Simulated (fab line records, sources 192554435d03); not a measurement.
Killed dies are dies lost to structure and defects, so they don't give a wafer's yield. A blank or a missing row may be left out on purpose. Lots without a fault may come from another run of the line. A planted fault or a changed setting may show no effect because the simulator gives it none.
A struck lot beside a sound one | flow n5_finfet | 15 steps out of a route of 1938
Sound: wafers L489.1, L489.3, L489.5. Struck: wafers L502.4, L502.5, L502.6. The cause comes at the end.
At each step with rows: each side's tool, then ch and its chambers, then its first start. Under that, the readings that differ: sound wafers | struck wafers | difference of the means | sigmas: that difference in standard deviations of wafers without a fault.
alike: readings whose means differ by less than 2 such deviations, and words and numbers that are the same on both sides. not compared: withheld readings, readings that some wafer has no value for, bounds like >300 that may hide the same value, and numbers for which the record gives no deviation and whose values overlap.
The two part at a step that has a row with sigmas, a row that says differs or no value, or rows on one side only. Numbers that don't overlap but have no deviation are shown without sigmas and don't part them. A reading that every wafer of one side lacks parts them only if that side has two wafers or more.

first, 8 steps without rows for these wafers: N5_BEOL_M1_COAT_62 (time 60 s, resist thk 12 nm); N5_BEOL_M1_COAT_73 (time 60 s, resist thk 5 nm); N5_BEOL_M1_COAT_05 (resist thk 30 nm); N5_BEOL_M1_EBR_07; N5_BEOL_M1_SOFTBAKE_06 (time 60 s); N5_BEOL_M1_EXPOSE_08 (exposes mask M1); N5_BEOL_M1_PEB_09 (peb time 60 s); N5_BEOL_M1_DEVELOP_10 (develop time 30 s).
N5_BEOL_M1_CD_MEAS_11: target cd 17.05 nm.
  sound on cd_sem-03 ch 0, day 7 01:12; struck on cd_sem-03 ch 0, day 10 12:23
  alike: cd_nm
N5_BEOL_M1_OVL_MEAS_12:
  sound on overlay-02 ch 0, day 7 01:14; struck on overlay-02 ch 0, day 10 12:25
  alike: M1_OVL
N5_BEOL_M1_INSPECT_13: inspects for defects (brightfield).
  sound on defect_inspect-01, day 7 01:17; struck on defect_inspect-02, day 10 12:28
  alike: raw_defect_count
N5_BEOL_M1_DESCUM_16: chemistry O2, time 7 s.
  sound on rie_diel-04 ch 2,3, day 7 01:32; struck on rie_diel-04 ch 0,1,2, day 10 12:30
  alike: drypump_motor_current_A, oes_product_au, rf_vpp_V, showerhead_plenum_p_Torr, throttle_valve_pct
  not compared: rf_hours_counter_h
N5_BEOL_M1_ETCH_74: etches underlayer in N2/H2, target depth 6.5 nm, time 5.2 s.
  sound on rie_diel-04 ch 2,3, day 7 01:34; struck on rie_diel-04 ch 0,1,2, day 10 12:32
  reading      | sound             | struck            | difference | sigmas
  bias_w (W)   | 149.8 149.1 149.4 | 162.3 161.8 161.9 | +12.6      | +26
  rf_vpp_V (V) | 520.8 523.4 521.5 | 548.7 555.7 550.8 | +29.8      | +11
  alike: drypump_motor_current_A, etch_rf_on_time_s, n2_flow_sccm, oes_product_au, showerhead_plenum_p_Torr, throttle_valve_pct
  not compared: rf_hours_counter_h
N5_BEOL_M1_ETCH_63: etches SiARC in CF4, target depth 15.6 nm, time 26 s.
  sound on rie_diel-04 ch 2,3, day 7 01:35; struck on rie_diel-04 ch 0,1,2, day 10 12:33
  alike: bias_w, drypump_motor_current_A, etch_rf_on_time_s, oes_product_au, rf_vpp_V, showerhead_plenum_p_Torr, throttle_valve_pct
  not compared: rf_hours_counter_h
-- the record jumps here: 3 days lie between the struck wafers' starts before and after (it left off in module BEOL_M1 and takes up again in module BEOL_M4, whose first step shown is number 1111 of the route) --
N5_BEOL_M4_RC_MEAS_101:
  sound on prober-02 ch 0, day 8 23:00; struck on prober-02 ch 0, day 13 05:45
  reading   | sound          | struck         | difference | sigmas
  VT_P (mV) | -255 -252 -254 | -248 -248 -246 | +6         | +2
  alike: DIBL_N, DIBL_P, IOFF_N, IOFF_P, ION_N, ION_P, SS_N, SS_P, VT_N

WHERE THEY PART
First at N5_BEOL_M1_ETCH_74; last, within this record, at N5_BEOL_M4_RC_MEAS_101.

WHY: what the simulator had put in
Process parameter drift: rie_diel-04, from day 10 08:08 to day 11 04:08, at N5_BEOL_M1_ETCH_74. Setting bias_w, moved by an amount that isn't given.
